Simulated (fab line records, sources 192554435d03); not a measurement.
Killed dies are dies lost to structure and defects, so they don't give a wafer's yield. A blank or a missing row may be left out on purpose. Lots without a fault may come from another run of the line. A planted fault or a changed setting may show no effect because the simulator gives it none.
Which tool did it? | flow n5_finfet | 11 lots, 33 wafers sampled, at 3 steps of a route of 1938

WHAT THE GAUGES READ, wafer by wafer
N5_BEOL_M5_CD_MEAS_28: target cd 30.6 nm, target cd y 20 nm.
lot  | measured     | on        | cd_nm (nm)
L783 | day 10 23:05 | cd_sem-01 | 30.77 30.79 30.64
L785 | day 11 14:17 | cd_sem-01 | 30.71 31.19 30.15
L790 | day 12 06:10 | cd_sem-01 | 31.00 31.11 30.80
L788 | day 12 15:29 | cd_sem-03 | 30.42 30.68 30.26
L787 | day 12 21:44 | cd_sem-03 | 30.44 30.55 30.76
L792 | day 13 03:20 | cd_sem-02 | 30.27 30.47 30.48
L795 | day 13 16:50 | cd_sem-01 | 30.33 30.34 30.13
L793 | day 14 03:56 | cd_sem-01 | 30.71 30.85 30.93
L802 | day 15 20:36 | cd_sem-03 | 30.66 30.30 30.85
L801 | day 15 22:35 | cd_sem-02 | 30.24 30.40 29.92
L804 | day 17 23:18 | cd_sem-01 | 30.38 30.65 30.96

WHICH TOOL RAN EACH LOT (tool, then ch and the chambers of the sampled wafers, then the start)
lot  | N5_BEOL_M5_ETCH_72                 | N5_BEOL_M5_COAT_66
L783 | rie_diel-03 ch 1,3, day 10 19:23   | litho_track-01 ch 0, day 10 22:41
L785 | rie_diel-02 ch 1,2, day 11 09:47   | litho_track-02 ch 0, day 11 14:01
L790 | rie_diel-06 ch 0,2, day 12 04:45   | litho_track-01 ch 0, day 12 05:43
L788 | rie_diel-03 ch 0,1,3, day 12 13:18 | litho_track-01 ch 0, day 12 15:13
L787 | rie_diel-02 ch 0,1,2, day 12 21:01 | litho_track-03 ch 0, day 12 21:27
L792 | rie_diel-02 ch 1,2,3, day 12 23:52 | litho_track-03 ch 0, day 13 02:54
L795 | rie_diel-06 ch 0,2, day 13 15:59   | litho_track-02 ch 0, day 13 16:26
L793 | rie_diel-06 ch 0,1,3, day 14 03:06 | litho_track-03 ch 0, day 14 03:40
L802 | rie_diel-03 ch 1,2,3, day 15 18:07 | litho_track-03 ch 0, day 15 20:02
L801 | rie_diel-06 ch 2,3, day 15 18:54   | litho_track-03 ch 0, day 15 20:16
L804 | rie_diel-02 ch 0,2,3, day 17 21:41 | litho_track-01 ch 0, day 17 22:52
- N5_BEOL_M5_ETCH_72: etches underlayer in N2/H2, target depth 6.5 nm, time 5.2 s.
- N5_BEOL_M5_COAT_66: time 60 s, resist thk 12 nm.

THE ANSWER, worked out from the rows above alone
Rule: what is usual is taken from the lots themselves. Put in order of their means at a reading, lots are off if they are a third of the lots or fewer, leave a main group of 4 or more, and stand apart from it by a gap of 3 or more times the standard deviation of the main group's means; of several such gaps the widest counts. A main group whose means are all the same, to the digits that the tables above print for the reading, isn't used. A lot without any number at a reading at which 4 lots or more have one is off too. The other lots that the step has rows for count as sound.
No lot is off at any reading shown: from this, nothing can be told.

WHAT THE SIMULATOR HAD PUT IN
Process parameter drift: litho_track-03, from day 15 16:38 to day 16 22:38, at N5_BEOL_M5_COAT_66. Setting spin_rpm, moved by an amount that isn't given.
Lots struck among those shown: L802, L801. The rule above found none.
